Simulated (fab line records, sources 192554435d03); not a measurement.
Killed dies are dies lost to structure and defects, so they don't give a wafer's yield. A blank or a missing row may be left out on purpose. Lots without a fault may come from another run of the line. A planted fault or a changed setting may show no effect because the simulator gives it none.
One fault seen from 2 desks | flow n5_finfet | each desk has only its own numbers; what lay behind them comes last

THE METROLOGY DESK
What the gauges read, lot by lot, whatever tool the lot ran on: means of the sampled wafers that have a number. A lot is out of limits, marked OUT, if its mean lies more than 4 standard deviations from the usual mean; the brackets give that distance. Of its 10 readings 7 are shown: those that lie furthest out on some lot.
Columns: A = DIBL_N at N5_BEOL_M4_RC_MEAS_101, usual 36.5 mV/V; B = DIBL_P at N5_BEOL_M4_RC_MEAS_101, usual 36.5 mV/V; C = IOFF_P at N5_BEOL_M4_RC_MEAS_101, usual 0.22 nA/um; D = ION_N at N5_BEOL_M4_RC_MEAS_101, usual 677 uA/um; E = ION_P at N5_BEOL_M4_RC_MEAS_101, usual 463 uA/um; F = SS_N at N5_BEOL_M4_RC_MEAS_101, usual 71.6 mV/dec; G = VT_P at N5_BEOL_M4_RC_MEAS_101, usual -250 mV
lot  | first seen here | A    | B    | C    | D   | E   | F    | G
L178 | day 7 22:33     | 34.3 | 33.3 | 0.17 | 662 | 450 | 70.9 | -254
L182 | day 8 21:28     | 37.4 | 37.3 | 0.22 | 679 | 467 | 71.2 | -249
L183 | day 9 10:14     | 36.4 | 36.2 | 0.22 | 685 | 471 | 71.6 | -247
L185 | day 9 19:58     | 35.3 | 34.3 | 0.19 | 672 | 460 | 71.1 | -251
L184 | day 9 20:15     | 34.9 | 35.6 | 0.19 | 673 | 465 | 71.0 | -252
L186 | day 10 03:37    | 35.5 | 35.0 | 0.21 | 676 | 462 | 71.1 | -251
L187 | day 10 04:04    | 35.1 | 35.0 | 0.22 | 671 | 466 | 71.3 | -246
L197 | day 12 10:23    | 36.7 | 37.5 | 0.29 | 691 | 478 | 71.6 | -242
L199 | day 13 21:04    | 34.7 | 34.5 | 0.20 | 656 | 460 | 71.2 | -250
L201 | day 14 23:12    | 38.5 | 37.8 | 0.24 | 667 | 461 | 72.4 | -248
This desk's finding: nothing out of limits on any of the 10 lots.

THE TOOL OWNER'S DESK: rie_si-05
The tool's own readings at N5_FIN_SAQP_ETCH_64 (etches SiO2 in CF4, target depth 1.5 nm): means of the sampled wafers that have a number, for each lot that ran on this tool. A lot is out of limits, marked OUT, if its mean lies more than 4 standard deviations from the usual mean; the brackets give that distance.
Columns: A = drypump_motor_current_A at N5_FIN_SAQP_ETCH_64, usual 5.6 A; B = oes_product_au at N5_FIN_SAQP_ETCH_64, usual 1.001 a.u.; C = throttle_valve_pct at N5_FIN_SAQP_ETCH_64, usual 21.80 %
lot  | first seen here | A   | B                | C
L182 | day 3 01:37     | 5.6 | 1.010            | 21.84
L183 | day 3 08:25     | 5.7 | 0.992            | 21.91
L185 | day 3 20:14     | 5.8 | 1.155 (+10) OUT  | 21.90
L186 | day 4 01:55     | 5.7 | 1.238 (+16) OUT  | 21.76
L187 | day 4 10:26     | 5.6 | 1.107 (+7.1) OUT | 21.82
L197 | day 6 20:08     | 5.7 | 0.995            | 21.90
L199 | day 7 08:51     | 5.6 | 0.986            | 21.77
This desk's finding: out of limits on L185, L186, L187; first on L185, day 3 20:14 (oes_product_au at N5_FIN_SAQP_ETCH_64). In limits: L182, L183, L197, L199.

PUT TOGETHER
The tool owner's desk could have raised an alarm at day 3 20:14, on L185, L186, L187.
The metrology desk saw nothing out of limits.
The metrology desk has L185, L186, L187 on record, within its limits.
Of the lots named, all ran N5_FIN_SAQP_ETCH_64 on rie_si-05.

WHAT THE SIMULATOR HAD PUT IN
Process parameter drift: rie_si-05, from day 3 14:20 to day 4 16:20, at N5_FIN_SAQP_ETCH_64. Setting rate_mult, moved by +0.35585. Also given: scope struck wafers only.
Lots struck among those shown: L185, L186, L187.
Hours from the fault's start to each desk's first reading out of limits: the tool owner's desk, 6.
